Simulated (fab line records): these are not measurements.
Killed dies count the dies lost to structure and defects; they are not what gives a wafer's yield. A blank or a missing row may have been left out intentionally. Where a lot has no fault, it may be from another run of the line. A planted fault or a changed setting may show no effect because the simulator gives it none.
Which tool was responsible? -- flow n5_finfet -- 24 lots with 72 wafers sampled at 6 steps, on a route of 1938 steps

## WHAT THE GAUGES READ, wafer by wafer
N5_BEOL_M14_THK_MEAS_50: measures by xrf.
lot,measured,on,M14_THK (nm)
L075,day 12 15:18,film_metro-01,556 563 558
L074,day 13 07:39,film_metro-01,565 566 560
L076,day 13 08:43,film_metro-01,550 561 548
L077,day 13 13:52,film_metro-02,560 564 558
L078,day 13 17:49,film_metro-01,548 555 555
L079,day 14 00:38,film_metro-01,564 569 557
L082,day 14 03:11,film_metro-01,532 538 536
L081,day 14 12:51,film_metro-02,562 556 559
L080,day 14 17:25,film_metro-02,529 537 533
L083,day 14 19:25,film_metro-02,560 549 555
L084,day 14 22:08,film_metro-01,561 546 554
L085,day 14 23:11,film_metro-01,547 540 540
L086,day 15 09:07,film_metro-01,567 572 555
L088,day 16 03:54,film_metro-01,546 552 545
L087,day 16 08:44,film_metro-02,539 537 538
L091,day 16 09:03,film_metro-02,567 559 567
L089,day 17 00:00,film_metro-01,540 544 544
L090,day 17 09:03,film_metro-02,559 557 554
L093,day 17 17:47,film_metro-01,537 549 554
L092,day 18 04:43,film_metro-01,551 554 557
L094,day 18 21:05,film_metro-01,555 561 556
L095,day 18 21:50,film_metro-02,552 550 556
L096,day 19 00:05,film_metro-02,564 547 543
L097,day 19 00:20,film_metro-01,546 539 544

N5_BEOL_M15_INSPECT_30: inspects for defects (macro).
lot,measured,on,raw_defect_count
L075,day 12 18:02,defect_inspect-01,3 2 3
L074,day 13 10:08,defect_inspect-02,0 1 1
L076,day 13 10:58,defect_inspect-02,3 2 3
L077,day 13 16:22,defect_inspect-02,2 3 2
L078,day 13 20:23,defect_inspect-01,3 4 2
L079,day 14 03:16,defect_inspect-01,3 2 1
L082,day 14 05:48,defect_inspect-01,5 1 0
L081,day 14 15:25,defect_inspect-02,2 3 1
L080,day 14 20:22,defect_inspect-02,1 1 2
L083,day 14 22:05,defect_inspect-02,5 1 3
L084,day 15 03:29,defect_inspect-01,1 1 2
L085,day 15 03:58,defect_inspect-02,4 1 5
L086,day 15 12:04,defect_inspect-02,4 0 3
L088,day 16 06:52,defect_inspect-02,1 2 4
L087,day 16 11:38,defect_inspect-01,0 2 3
L091,day 16 11:54,defect_inspect-02,1 3 5
L089,day 17 02:44,defect_inspect-01,0 4 0
L090,day 17 11:34,defect_inspect-01,4 5 1
L093,day 17 20:02,defect_inspect-02,6 5 3
L092,day 18 07:31,defect_inspect-02,0 5 1
L094,day 18 23:34,defect_inspect-01,1 1 4
L095,day 19 00:50,defect_inspect-01,0 2 2
L096,day 19 02:47,defect_inspect-02,1 6 3
L097,day 19 02:57,defect_inspect-02,2 0 3

N5_MIM_TOP_LITHO_OVL_MEAS_11.
lot,measured,on,MIM_TOP_OVL (nm)
L075,day 13 03:49,overlay-02,5 0 1
L074,day 13 15:47,overlay-02,-4 -1 1
L076,day 13 17:01,overlay-02,1 -5 -3
L077,day 13 22:42,overlay-02,6 -1 -3
L078,day 14 04:54,overlay-02,-6 -3 -3
L079,day 14 11:07,overlay-02,4 9 2
L082,day 14 15:56,overlay-02,-2 2 -4
L081,day 14 22:50,overlay-01,-6 4 -3
L080,day 15 05:06,overlay-01,2 7 9
L083,day 15 05:17,overlay-02,-4 -7 -2
L084,day 15 13:28,overlay-02,-2 2 3
L085,day 15 14:04,overlay-01,-5 -1 -3
L086,day 15 22:00,overlay-01,-3 5 -1
L088,day 16 14:43,overlay-01,5 -3 -2
L087,day 16 18:49,overlay-02,-9 11 -5
L091,day 16 18:37,overlay-01,0 -2 2
L089,day 17 14:07,overlay-02,-2 9 -5
L090,day 17 17:55,overlay-01,-1 3 3
L093,day 18 03:44,overlay-01,-1 -7 -3
L092,day 18 14:53,overlay-01,-5 -5 1
L094,day 19 05:55,overlay-02,-11 -6 -10
L095,day 19 11:04,overlay-01,3 -3 10
L096,day 19 14:59,overlay-01,-10 -5 -10
L097,day 19 15:34,overlay-01,2 -2 -2

N5_PASSIVATION_INSPECT_61: inspects for defects (macro).
lot,measured,on,raw_defect_count
L075,day 13 10:10,defect_inspect-02,1 1 4
L074,day 13 21:37,defect_inspect-02,0 3 2
L076,day 13 21:47,defect_inspect-01,3 5 2
L077,day 14 04:24,defect_inspect-02,2 3 3
L078,day 14 10:55,defect_inspect-01,3 0 3
L079,day 14 14:08,defect_inspect-01,2 2 1
L082,day 14 18:34,defect_inspect-02,2 2 1
L081,day 15 03:25,defect_inspect-01,0 4 1
L080,day 15 08:37,defect_inspect-02,3 5 2
L083,day 15 12:25,defect_inspect-01,4 1 1
L084,day 15 19:32,defect_inspect-01,3 0 3
L085,day 15 19:23,defect_inspect-02,0 0 1
L086,day 16 02:26,defect_inspect-01,1 1 6
L088,day 16 17:48,defect_inspect-02,1 1 2
L087,day 16 21:23,defect_inspect-02,0 3 0
L091,day 16 21:13,defect_inspect-01,1 1 0
L089,day 17 16:43,defect_inspect-02,3 1 3
L090,day 17 21:24,defect_inspect-02,2 2 0
L093,day 18 06:06,defect_inspect-01,1 4 0
L092,day 18 17:58,defect_inspect-02,1 7 3
L094,day 19 10:04,defect_inspect-01,1 4 3
L095,day 19 14:49,defect_inspect-01,3 2 2
L096,day 19 18:35,defect_inspect-02,1 1 1
L097,day 19 18:44,defect_inspect-01,0 3 2

## TOOL THAT RAN EACH LOT (tool first, then ch and the chambers of the sampled wafers, then the start)
lot,N5_BEOL_M14_ANNEAL_48,N5_MIM_TOP_DEGAS_04
L075,"rtp_anneal-01 ch 0, day 12 14:45","pvd_sputter-02, day 13 03:14"
L074,"rtp_anneal-02 ch 0, day 13 07:06","pvd_sputter-02, day 13 15:19"
L076,"rtp_anneal-01 ch 0, day 13 08:07","pvd_sputter-01, day 13 16:34"
L077,"rtp_anneal-01 ch 0, day 13 13:22","pvd_sputter-02, day 13 22:07"
L078,"rtp_anneal-02 ch 0, day 13 17:14","pvd_sputter-01, day 14 04:26"
L079,"rtp_anneal-02 ch 0, day 14 00:05","pvd_sputter-02, day 14 10:31"
L082,"rtp_anneal-02 ch 0, day 14 02:44","pvd_sputter-03, day 14 15:28"
L081,"rtp_anneal-01 ch 0, day 14 12:18","pvd_sputter-01, day 14 22:16"
L080,"rtp_anneal-01 ch 0, day 14 16:49","pvd_sputter-02, day 15 04:31"
L083,"rtp_anneal-02 ch 0, day 14 18:52","pvd_sputter-02, day 15 04:38"
L084,"rtp_anneal-02 ch 0, day 14 21:33","pvd_sputter-02, day 15 12:52"
L085,"rtp_anneal-01 ch 0, day 14 22:38","pvd_sputter-03, day 15 13:37"
L086,"rtp_anneal-01 ch 0, day 15 08:34","pvd_sputter-01, day 15 21:25"
L088,"rtp_anneal-02 ch 0, day 16 03:21","pvd_sputter-01, day 16 14:08"
L087,"rtp_anneal-01 ch 0, day 16 08:08","pvd_sputter-02, day 16 18:21"
L091,"rtp_anneal-01 ch 0, day 16 08:30","pvd_sputter-02, day 16 18:09"
L089,"rtp_anneal-01 ch 0, day 16 23:27","pvd_sputter-03, day 17 13:32"
L090,"rtp_anneal-01 ch 0, day 17 08:29","pvd_sputter-01, day 17 17:20"
L093,"rtp_anneal-02 ch 0, day 17 17:11","pvd_sputter-03, day 18 03:08"
L092,"rtp_anneal-02 ch 0, day 18 04:16","pvd_sputter-03, day 18 14:25"
L094,"rtp_anneal-02 ch 0, day 18 20:29","pvd_sputter-03, day 19 05:20"
L095,"rtp_anneal-01 ch 0, day 18 21:14","pvd_sputter-02, day 19 10:37"
L096,"rtp_anneal-02 ch 0, day 18 23:35","pvd_sputter-03, day 19 14:24"
L097,"rtp_anneal-01 ch 0, day 18 23:44","pvd_sputter-01, day 19 14:58"
- N5_BEOL_M14_ANNEAL_48: time 90 s.
- N5_MIM_TOP_DEGAS_04: time 60 s.

## AS READ BY THE TOOLS THEMSELVES (means over the sampled wafers that have a number; for cases with no such wafer, the mark the record gives instead)
N5_BEOL_M14_ANNEAL_48.
lot,tool,anneal_temp_c (C),wafer_temp_C_max
L075,rtp_anneal-01,224.99,226.0
L074,rtp_anneal-02,224.74,226.3
L076,rtp_anneal-01,225.04,225.6
L077,rtp_anneal-01,225.01,226.0
L078,rtp_anneal-02,224.82,226.2
L079,rtp_anneal-02,224.86,226.4
L082,rtp_anneal-02,224.96,226.2
L081,rtp_anneal-01,225.08,225.5
L080,rtp_anneal-01,225.11,226.2
L083,rtp_anneal-02,224.95,226.7
L084,rtp_anneal-02,225.00,226.2
L085,rtp_anneal-01,225.14,225.7
L086,rtp_anneal-01,224.96,225.7
L088,rtp_anneal-02,225.01,226.3
L087,rtp_anneal-01,225.11,225.8
L091,rtp_anneal-01,225.05,225.9
L089,rtp_anneal-01,225.20,225.8
L090,rtp_anneal-01,225.03,226.0
L093,rtp_anneal-02,224.93,226.1
L092,rtp_anneal-02,224.95,226.1
L094,rtp_anneal-02,224.93,226.3
L095,rtp_anneal-01,224.88,225.8
L096,rtp_anneal-02,224.90,226.5
L097,rtp_anneal-01,225.00,226.1

N5_MIM_TOP_DEGAS_04.
lot,tool,heater_power_w (W)
L075,pvd_sputter-02,509
L074,pvd_sputter-02,475
L076,pvd_sputter-01,420
L077,pvd_sputter-02,471
L078,pvd_sputter-01,423
L079,pvd_sputter-02,557
L082,pvd_sputter-03,450
L081,pvd_sputter-01,443
L080,pvd_sputter-02,499
L083,pvd_sputter-02,469
L084,pvd_sputter-02,477
L085,pvd_sputter-03,471
L086,pvd_sputter-01,427
L088,pvd_sputter-01,429
L087,pvd_sputter-02,512
L091,pvd_sputter-02,471
L089,pvd_sputter-03,471
L090,pvd_sputter-01,428
L093,pvd_sputter-03,432
L092,pvd_sputter-03,491
L094,pvd_sputter-03,449
L095,pvd_sputter-02,514
L096,pvd_sputter-03,475
L097,pvd_sputter-01,430

## THE ANSWER, worked out from the rows above alone
Rule: the usual values come from the lots themselves. Put in order of their means at a reading, lots are off if they are a third of the lots or fewer, leave a main group of 4 or more, and stand apart from it by a gap of 3 or more times the standard deviation of the main group's means; of several such gaps the widest counts. A main group is skipped when, at the precision printed for the reading in the tables above, its means are all equal. Also off: a lot with no number at a reading for which 4 or more lots have one. Where the step has rows for the other lots, those lots are counted as sound. The gauges are gone through in route order, then the tools' own readings, and for those a lot's mean is taken as printed above. The first step at which some lot is off is used, and at that step the reading that is off furthest; a lot without a number counts as furthest.
Nothing can be told from this: no lot is off at any reading shown.

## WHAT THE SIMULATOR HAD PUT IN
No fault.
